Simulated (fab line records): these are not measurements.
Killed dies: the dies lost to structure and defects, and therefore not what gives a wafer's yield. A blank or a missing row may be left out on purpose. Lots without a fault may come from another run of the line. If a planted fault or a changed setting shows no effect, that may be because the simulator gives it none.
Split-lot experiment + flow n5_finfet + 7 lots, 21 wafers read, on a route of 1938 steps

## ABOUT THE SPLIT
At N5_BEOL_M5_ETCH_72 (etches underlayer in N2/H2, target depth 6.5 nm, time 5.2 s), the setting bias_w was moved away from the recipe's 150 W on 8 of the 21 wafers read, by -7.5% to +12.0%. The other wafers ran this setting at the recipe's value.

The reading comes from the split's own step.

## THE READING
rf_vpp_V, in V, at N5_BEOL_M5_ETCH_72 (etches underlayer in N2/H2, target depth 6.5 nm, time 5.2 s). Typical for fault-free wafers on this fab line: 524.4 V, with standard deviation 2.7 V.

| wafer  | tool, chamber at the split | bias_w as run, W | against the recipe | rf_vpp_V, V | against lot-mates on the recipe |
|--------|----------------------------|------------------|--------------------|-------------|---------------------------------|
| L074.1 | rie_diel-01, 2             | 150              | recipe             | 522.5       | -                               |
| L074.2 | rie_diel-01, 3             | 150              | recipe             | 527.0       | -                               |
| L074.3 | rie_diel-01, 0             | 150              | recipe             | 530.4       | -                               |
| L079.2 | rie_diel-01, 2             | 150              | recipe             | 523.5       | -                               |
| L079.3 | rie_diel-01, 1             | 167.8            | +11.9%             | 561.5       | +36.8                           |
| L079.4 | rie_diel-01, 0             | 150              | recipe             | 525.9       | -                               |
| L080.1 | rie_diel-01, 0             | 142.3            | -5.1%              | 508.3       | -16.5                           |
| L080.2 | rie_diel-01, 2             | 150              | recipe             | 524.8       | -                               |
| L080.5 | rie_diel-01, 1             | 142.3            | -5.1%              | 503.6       | -21.2                           |
| L082.1 | rie_diel-01, 0             | 168              | +12.0%             | 566.7       | +38.8                           |
| L082.3 | rie_diel-01, 2             | 168              | +12.0%             | 564.1       | +36.2                           |
| L082.4 | rie_diel-01, 3             | 150              | recipe             | 527.9       | -                               |
| L085.1 | rie_diel-01, 1             | 167.9            | +11.9%             | 563.1       | +36.2                           |
| L085.3 | rie_diel-01, 2             | 167.9            | +11.9%             | 561.7       | +34.8                           |
| L085.4 | rie_diel-01, 3             | 150              | recipe             | 526.9       | -                               |
| L089.1 | rie_diel-04, 0             | 150              | recipe             | 522.1       | -                               |
| L089.3 | rie_diel-04, 2             | 150              | recipe             | 530.5       | -                               |
| L089.5 | rie_diel-04, 3             | 138.8            | -7.5%              | 492.5       | -33.8                           |
| L091.1 | rie_diel-02, 0             | 150              | recipe             | 525.0       | -                               |
| L091.2 | rie_diel-02, 2             | 150              | recipe             | 524.8       | -                               |
| L091.5 | rie_diel-02, 0             | 150              | recipe             | 525.2       | -                               |

THE FIT
A straight line over all 21 wafers: rf_vpp_V changes by +3.34 V for each +1% of bias_w; r = +0.99; the points scatter about the line by 3.2 V.
The same after taking each lot's own level away (the mean of its wafers on the recipe; 21 wafers): +3.26 V for each +1%; r = +0.99; scatter 3.1 V.
According to that fit, moving bias_w by its largest amount changes the reading by 39 V.
Measured against the standard deviation above, the lots' own levels, which go from 524.70 to 527.90 V, span 1.2 times it.
So the lot-to-lot level changes the slope little: the two slopes agree.
Check: with one of the wafers moved furthest among these (+12.0%) left out of the fit, the line predicts +37.7 V for it against its lot-mates. Against them it came out at +38.8 V.
Tool readings at the split's step, against how far the setting was moved: rf_vpp_V r = +0.99.

## OTHER SPLITS ON THESE WAFERS
Other splits were also applied to these wafers ahead of the reading. Each is held against what the fit with the lots' levels taken away leaves over:
| other split on the same wafers     | wafers away from the commonest value | r with rf_vpp_V (lot level and that fit taken away) |
|------------------------------------|--------------------------------------|-----------------------------------------------------|
| N5_BEOL_M1_TRENCH_ETCH_37 bias_w   | 6                                    | -0.15                                               |
| N5_BEOL_M2_ILD_DEP_00 time_s       | 10                                   | -0.23                                               |
| N5_BEOL_M2_PECVD_72 temp_c         | 8                                    | +0.03                                               |
| N5_BEOL_M3_VIA_ETCH_34 bias_w      | 4                                    | -0.24                                               |
| N5_BEOL_M3_TRENCH_ETCH_37 source_w | 7                                    | -0.12                                               |
| N5_BEOL_M4_TRENCH_ETCH_37 source_w | 6                                    | -0.34                                               |

## FILE'S OWN FIT
rf_vpp_V changes by +3.26 V for each +1% of bias_w, r = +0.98.
